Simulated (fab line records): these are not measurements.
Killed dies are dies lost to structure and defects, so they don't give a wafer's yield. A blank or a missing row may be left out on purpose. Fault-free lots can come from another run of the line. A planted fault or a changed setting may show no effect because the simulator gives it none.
Which tool is to blame? + flow nand_harc + Sampling: 6 lots, 18 wafers, 2 of 1159 route steps

## WHAT EACH GAUGE READ, for each wafer
NHARC_P_STI_INSPECT_25.
| lot  | measured    | on                | raw_defect_count |
|------|-------------|-------------------|------------------|
| L291 | day 4 05:58 | defect_inspect-01 | 243 203 192      |
| L295 | day 5 03:51 | defect_inspect-01 | 195 229 183      |
| L296 | day 5 16:34 | defect_inspect-02 | 249 151 159      |
| L301 | day 6 21:35 | defect_inspect-02 | 254 241 234      |
| L304 | day 7 06:12 | defect_inspect-01 | 1052 1098 1089   |
| L309 | day 8 15:53 | defect_inspect-01 | 231 123 220      |

## TOOL THAT RAN EACH LOT (tool first, then ch and the chambers of the sampled wafers, then the start)
| lot  | NHARC_P_STI_OXIDE_40         |
|------|------------------------------|
| L291 | furnace-04 ch 0, day 4 01:53 |
| L295 | furnace-03 ch 0, day 4 23:50 |
| L296 | furnace-06 ch 0, day 5 12:31 |
| L301 | furnace-04 ch 0, day 6 17:31 |
| L304 | furnace-06 ch 0, day 7 02:08 |
| L309 | furnace-03 ch 0, day 8 11:52 |
- NHARC_P_STI_OXIDE_40: material SiO2, target thk 10 nm, ox time 1362 s.

## THE ANSWER, worked out from the rows above alone
Rule: usual is defined by the lots themselves. Put in order of their means at a reading, lots are off if they are a third of the lots or fewer, leave a main group of 4 or more, and stand apart from it by a gap of 3 or more times the standard deviation of the main group's means; of several such gaps the widest counts. The tables above print the reading to a certain number of digits; a main group whose means all agree to those digits is not used. A lot without any number at a reading at which 4 lots or more have one is off too. Any other lot the step has rows for is counted as sound.
Off: L304 (NHARC_P_STI_INSPECT_25, raw_defect_count). The main group: mean 207, standard deviation 20.
If a tool, at a process step before that reading, ran all the lots that are off and no sound lot after the first of them, it fits. The gauges at NHARC_P_STI_INSPECT_25 are tried like those tools. One candidate fits, namely furnace-06 at NHARC_P_STI_OXIDE_40. Its last sound lot is L296 (day 5 12:31), its first lot that is off L304 (day 7 02:08): a fault that began between those two fits.

## WHAT HAD BEEN PUT IN BY THE SIMULATOR
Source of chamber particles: furnace-06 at NHARC_P_STI_OXIDE_40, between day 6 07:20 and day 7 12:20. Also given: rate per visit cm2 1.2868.
Lots struck among those shown: L304. Same finding as the rule above.
